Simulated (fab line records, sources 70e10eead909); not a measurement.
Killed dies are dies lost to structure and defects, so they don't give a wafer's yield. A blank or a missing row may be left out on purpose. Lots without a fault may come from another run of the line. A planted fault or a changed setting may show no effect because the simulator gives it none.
Chamber matching | flow nand_harc | NHARC_A_STAIRCASE_CMP_450 on cmp-03: 4 sister chambers
The step polishes SiO2, target thk 200 nm. 4 wafers are shown with their chamber, then 7 later ones without.

WAFERS WITH THEIR CHAMBER
wafer  | chamber | motor_current_A (A)
L772.1 | 1       | 11.1
L779.5 | 2       | 12.6
L782.1 | 0       | 8.9
L782.2 | 3       | 11.6

WAFERS WITHOUT THEIR CHAMBER
wafer  | motor_current_A (A)
L782.4 | 12.5
L784.3 | 8.1
L784.4 | 11.1
L784.6 | 11.1
L785.1 | 13.1
L785.2 | 11.2
L785.6 | 10.0

WHICH CHAMBER EACH WENT THROUGH
wafer  | from the rows above          | in truth
L782.4 | can't be placed: 2 or 3      | 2
L784.3 | 0                            | 0
L784.4 | can't be placed: 1 or 3      | 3
L784.6 | can't be placed: 1 or 3      | 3
L785.1 | can't be placed: 2 or 3      | 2
L785.2 | can't be placed: 1 or 3      | 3
L785.6 | can't be placed: 0 or 1 or 3 | 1
Placed correctly: 1 of 7. Can't be placed from these rows: 6 (the true chamber is among the candidates in 6). Placed wrongly: 0.
How it was worked out, from the rows above alone: a wafer's distance from a chamber is the root of the sum, over the readings, of the square of ((its reading less the chamber's mean) divided by the reading's scatter). The wafer belongs to the nearest chamber; if the next one is less than 2 further off, it can't be placed. A chamber's mean is the mean of its shown wafers. The scatter: with one shown wafer a chamber, the root of the mean of the squares of how far each hidden wafer lies from its nearest shown one.
